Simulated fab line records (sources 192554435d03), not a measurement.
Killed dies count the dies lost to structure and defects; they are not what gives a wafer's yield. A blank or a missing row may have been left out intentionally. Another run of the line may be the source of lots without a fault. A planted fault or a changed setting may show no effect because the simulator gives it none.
Split-lot trial ; flow n5 finfet ; 21 wafers read from 7 lots, route of 1938 steps

## ON THE SPLIT
At N5_MOL_CONTACT_COAG_ETCH_105 (etches SiARC in CF4, target depth 15.6 nm, time 26 s), the setting bias w was moved away from the recipe's 36 W on 9 of the 21 wafers read, by -12.5% to +7.6%. All remaining wafers had this setting at the recipe value.

The split's own step is where the reading is taken.

## THE READING
rf vpp V, in V, at N5_MOL_CONTACT_COAG_ETCH_105 (etches SiARC in CF4, target depth 15.6 nm, time 26 s). Fault-free wafers of this fab line usually give 184.4 V, standard deviation 1.1 V.

wafer;tool, chamber at the split;bias w as run, W;against the recipe;rf vpp V, V;against lot-mates on the recipe
L076.2;rie diel-01, 3;38.72;+7.6%;193.5;+8.7
L076.3;rie diel-01, 0;36;recipe;184.1;-
L076.6;rie diel-01, 1;36;recipe;185.6;-
L086.1;rie diel-01, 0;33.41;-7.2%;175.8;-8.5
L086.5;rie diel-01, 0;36;recipe;184.5;-
L086.6;rie diel-01, 3;36;recipe;184.2;-
L087.1;rie diel-01, 3;36;recipe;184.0;-
L087.2;rie diel-01, 0;31.82;-11.6%;170.7;-13.3
L087.4;rie diel-01, 2;31.82;-11.6%;169.4;-14.6
L088.1;rie diel-01, 2;31.49;-12.5%;167.9;-17.5
L088.5;rie diel-01, 1;36;recipe;185.4;-
L088.6;rie diel-01, 0;31.49;-12.5%;168.9;-16.5
L089.1;rie diel-01, 0;36;recipe;185.7;-
L089.2;rie diel-01, 2;31.92;-11.3%;171.4;-13.5
L089.3;rie diel-01, 3;36;recipe;184.2;-
L094.1;rie diel-04, 3;36;recipe;184.8;-
L094.3;rie diel-04, 0;36;recipe;184.5;-
L094.6;rie diel-04, 1;36;recipe;185.5;-
L095.2;rie diel-01, 3;32.84;-8.8%;173.5;-10.0
L095.3;rie diel-01, 0;32.84;-8.8%;174.7;-8.8
L095.4;rie diel-01, 1;36;recipe;183.5;-

THE FIT
A straight line over all 21 wafers: rf vpp V changes by +1.24 V for each +1% of bias w; r = +1.00; the points scatter about the line by 0.73 V.
The same after taking each lot's own level away (the mean of its wafers on the recipe; 21 wafers): +1.23 V for each +1%; r = +0.99; scatter 0.88 V.
The reading moves by 15 V for the largest change in bias w, on that fit.
The span of the lots' own levels, 183.50 to 185.40 V, comes to 1.7 times the standard deviation stated above.
Consequently the slope shifts little with the lot-to-lot level, the two slopes agreeing.
Check: -14.9 V against its lot-mates is what the line predicts for one of the wafers moved furthest among these (-12.5%) when that wafer is left out of the fit. It came out at -17.5 V against them.
Tool readings at the split's step, against how far the setting was moved: rf vpp V r = +1.00.

## THE OTHER SPLITS THESE WAFERS WENT THROUGH
Before the reading, these wafers also passed through other splits. Each is held against what the fit with the lots' levels taken away leaves over:
other split on the same wafers;wafers away from the commonest value;r with rf vpp V (lot level and that fit taken away)
N5_HKMG_FIN_COAT_42 spin rpm;5;-0.23
N5_HKMG_FIN_ETCH_54 source w;10;-0.48
N5_HKMG_FIN_EXPOSE_09 dose mj;6;-0.07
N5_MOL_CONTACT_COAG_EXPOSE_05 dose mj;8;-0.02

## FILE'S OWN FIT
rf vpp V changes by +1.22 V for each +1% of bias w, r = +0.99.
